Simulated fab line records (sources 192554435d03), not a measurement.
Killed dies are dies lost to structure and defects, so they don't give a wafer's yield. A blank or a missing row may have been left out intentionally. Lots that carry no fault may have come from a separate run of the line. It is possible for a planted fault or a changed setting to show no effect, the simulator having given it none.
Split-lot trial -- flow n5Finfet -- on a route of 1938 steps: 7 lots, 39 wafers read

== THE SPLIT ==
At N5_BEOL_M10_SPUTTER_48 (material Cu, target thk 12 nm, time 2 s), the setting targetThkA was moved away from the recipe's 120 angstrom on 18 of the 39 wafers read, by -58.8% to +28.2%. For the rest of the wafers, this setting stayed at what the recipe calls for.

== FROM THE SPLIT TO THE READING: what the file shows between them, 3 steps ==
- N5_BEOL_M10_ECD_50: material Cu, target thk 318 nm
- N5_BEOL_M10_ANNEAL_51: time 90 s
- N5_BEOL_M10_DEP_56: deposits SiCN from 3MS/NH3, target thk 15 nm, time 26.5 s

== THE READING ==
rawDefectCount, at N5_BEOL_M10_INSPECT_58 (inspects for defects (darkfield)). On this fab line, fault-free wafers typically give 72 with a standard deviation of 23.

wafer,"tool, chamber at the split","targetThkA as run, angstrom",against the recipe,rawDefectCount,against lot-mates on the recipe
L076.1,"pvdSputter-03, -",76.63,-36.1%,107,+52
L076.2,"pvdSputter-03, -",76.63,-36.1%,93,+38
L076.3,"pvdSputter-03, -",120,recipe,48,-
L076.4,"pvdSputter-03, -",120,recipe,58,-
L076.5,"pvdSputter-03, -",120,recipe,58,-
L076.6,"pvdSputter-03, -",76.63,-36.1%,79,+24
L078.1,"pvdSputter-03, -",49.48,-58.8%,277,+203
L078.2,"pvdSputter-03, -",120,recipe,71,-
L078.3,"pvdSputter-03, -",49.48,-58.8%,243,+169
L078.4,"pvdSputter-03, -",120,recipe,78,-
L078.5,"pvdSputter-03, -",120,recipe,72,-
L078.6,"pvdSputter-03, -",49.48,-58.8%,236,+162
L077.1,"pvdSputter-03, -",120,recipe,87,-
L077.2,"pvdSputter-03, -",61.39,-48.8%,193,+110
L077.3,"pvdSputter-03, -",61.39,-48.8%,227,+144
L077.4,"pvdSputter-03, -",120,recipe,80,-
L077.5,"pvdSputter-03, -",120,recipe,81,-
L077.6,"pvdSputter-03, -",61.39,-48.8%,198,+115
L080.1,"pvdSputter-01, -",120,recipe,111,-
L080.2,"pvdSputter-01, -",94.36,-21.4%,109,+14
L080.3,"pvdSputter-01, -",120,recipe,100,-
L080.4,"pvdSputter-01, -",94.36,-21.4%,107,+12
L080.5,"pvdSputter-01, -",120,recipe,75,-
L080.6,"pvdSputter-01, -",94.36,-21.4%,108,+13
L092.1,"pvdSputter-02, -",120,recipe,90,-
L092.2,"pvdSputter-02, -",120,recipe,59,-
L092.3,"pvdSputter-02, -",120,recipe,63,-
L092.4,"pvdSputter-02, -",153.9,+28.2%,63,-8
L092.5,"pvdSputter-02, -",153.9,+28.2%,84,+13
L092.6,"pvdSputter-02, -",153.9,+28.2%,60,-11
L095.1,"pvdSputter-02, -",84.27,-29.8%,75,+8
L095.2,"pvdSputter-02, -",84.27,-29.8%,73,+6
L095.3,"pvdSputter-02, -",120,recipe,67,-
L095.4,"pvdSputter-02, -",120,recipe,68,-
L095.5,"pvdSputter-02, -",84.27,-29.8%,128,+61
L095.6,"pvdSputter-02, -",120,recipe,66,-
L096.1,"pvdSputter-02, -",120,recipe,97,-
L096.2,"pvdSputter-02, -",120,recipe,111,-
L096.6,"pvdSputter-02, -",120,recipe,106,-

FIT RESULTS
A straight line over all 39 wafers: rawDefectCount changes by -1.93 for each +1% of targetThkA; r = -0.79; the points scatter about the line by 35.
The same after taking each lot's own level away (the mean of its wafers on the recipe; 39 wafers): -1.98 for each +1%; r = -0.83; scatter 32.
On that fit, the largest move of targetThkA shifts the reading by 1.2e+02.
The lots' own levels span 54.7 to 104.7, that is 2.2 times the standard deviation above.
So the lot-to-lot level blurs the effect unless lot-mates are compared.
Check: for one of the wafers moved furthest among these (-58.8%), held out of the fit, the line's prediction against its lot-mates is +108. Against them it came out at +203.

== OTHER SPLITS APPLIED TO THESE WAFERS ==
Before the reading, these wafers also passed through other splits. Each is held against what the fit with the lots' levels taken away leaves over:
other split on the same wafers,wafers away from the commonest value,r with rawDefectCount (lot level and that fit taken away)
N5_MOL_CONTACT_COAG_PRECLEAN_111 timeS,12,+0.03
N5_BEOL_M0_SAQP_CUT_ETCH_46 targetDepthA,15,-0.40
N5_BEOL_M1_ILD_DEP_00 timeS,15,-0.28
N5_BEOL_M6_ETCH_41 timeS,15,+0.16

== FILE'S OWN FIT ==
rawDefectCount changes by -2.04 for each +1% of targetThkA, r = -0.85.
